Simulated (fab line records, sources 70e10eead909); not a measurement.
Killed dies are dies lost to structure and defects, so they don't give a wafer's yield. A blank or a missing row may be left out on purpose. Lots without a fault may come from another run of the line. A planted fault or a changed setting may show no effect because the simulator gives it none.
Chamber matching | flow nand_harc | NHARC_A_CONTACT_ALD_18 on ald_metal-03: 4 sister chambers
The step deposits TiN, target thk 3 nm, pulse time 1 s, ald cycles 150. 8 wafers are shown with their chamber, then 7 later ones without.

WAFERS WITH THEIR CHAMBER
wafer  | chamber | heater_power_outer_w (W) | heater_power_w (W)
L076.4 | 1       | 643                      | 1062
L079.3 | 1       | 648                      | 1031
L082.5 | 3       | 682                      | 1086
L084.2 | 2       | 839                      | 1214
L084.4 | 0       | 773                      | 1248
L084.6 | 3       | 672                      | 1071
L088.1 | 0       | 769                      | 1216
L088.4 | 2       | 855                      | 1231

WAFERS WITHOUT THEIR CHAMBER
wafer  | heater_power_outer_w (W) | heater_power_w (W)
L088.5 | 835                      | 1187
L093.3 | 774                      | 1236
L093.4 | 630                      | 1001
L093.5 | 656                      | 1030
L094.1 | 866                      | 1216
L094.2 | 675                      | 1079
L094.5 | 639                      | 1051

WHICH CHAMBER EACH WENT THROUGH
wafer  | from the rows above | in truth
L088.5 | 2                   | 2
L093.3 | 0                   | 0
L093.4 | 1                   | 1
L093.5 | 1                   | 1
L094.1 | 2                   | 2
L094.2 | 3                   | 3
L094.5 | 1                   | 1
Placed correctly: 7 of 7. Can't be placed from these rows: 0. Placed wrongly: 0.
How it was worked out, from the rows above alone: a wafer's distance from a chamber is the root of the sum, over the readings, of the square of ((its reading less the chamber's mean) divided by the reading's scatter). The wafer belongs to the nearest chamber; if the next one is less than 2 further off, it can't be placed. A chamber's mean is the mean of its shown wafers. The scatter: the root of (the sum of the squares of (reading less its chamber's mean) over the shown wafers, divided by (wafers less chambers)).
